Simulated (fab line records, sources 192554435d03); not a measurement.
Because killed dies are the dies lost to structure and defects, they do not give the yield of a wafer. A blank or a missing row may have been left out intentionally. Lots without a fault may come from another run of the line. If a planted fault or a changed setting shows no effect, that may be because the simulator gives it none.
Matching of chambers	flow n5_finfet	3 sister chambers for N5_BEOL_M4_CO_CAP_55 on cvd_co-02
The step material Co, precursor CCTBA/H2, target thk 2 nm, time 102.1 s. 30 wafers are shown with their chamber, then 12 later ones without.

== WAFERS PAIRED WITH THEIR CHAMBERS ==
wafer	chamber	heater_power_w (W)
L074.1	0	220
L074.4	1	227
L074.6	0	216
L080.1	0	219
L080.3	2	227
L080.6	0	213
L081.2	1	233
L081.4	2	227
L081.5	1	230
L083.1	0	212
L083.2	1	234
L083.3	2	234
L083.4	1	231
L083.5	0	220
L083.6	2	232
L085.2	0	217
L085.5	2	226
L085.6	0	218
L087.4	1	227
L087.5	0	220
L087.6	2	228
L086.1	2	234
L086.2	1	228
L086.3	1	232
L086.4	2	227
L086.5	1	228
L086.6	2	228
L089.1	1	230
L089.5	1	228
L089.6	2	228

SIGNATURES (averages over the wafers above)
reading	chamber 0	chamber 1	chamber 2	scatter within a chamber
heater_power_w	217.22	229.82	229.10	2.83
Rule: a wafer's distance from a chamber is the root of the sum, over the readings, of the square of ((its reading less the chamber's mean) divided by the reading's scatter). If the next closest chamber is less than 2 further off than the closest, the wafer can't be placed; otherwise it belongs to the closest. How the scatter is found: for the shown wafers, subtract from each reading the mean of its chamber, square and add these, divide the total by (wafers less chambers), then take the root.

== WAFERS WITH NO CHAMBER GIVEN ==
wafer	heater_power_w (W)
L094.2	222
L094.3	220
L094.4	227
L090.1	218
L090.4	231
L090.6	235
L095.1	213
L095.4	219
L095.5	228
L097.3	239
L097.4	223
L097.5	230

== CHAMBER TAKEN BY EACH ==
wafer	from the rows above	in truth
L094.2	can't be placed: 0 or 2 or 1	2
L094.3	0	0
L094.4	can't be placed: 2 or 1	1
L090.1	0	0
L090.4	can't be placed: 1 or 2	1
L090.6	can't be placed: 1 or 2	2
L095.1	0	0
L095.4	0	0
L095.5	can't be placed: 2 or 1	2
L097.3	can't be placed: 1 or 2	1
L097.4	can't be placed: 0 or 2 or 1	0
L097.5	can't be placed: 1 or 2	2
Correctly placed: 4 of 12. Not placeable from these rows: 8 (in 8, the candidates include the true chamber). Number placed wrongly: 0.
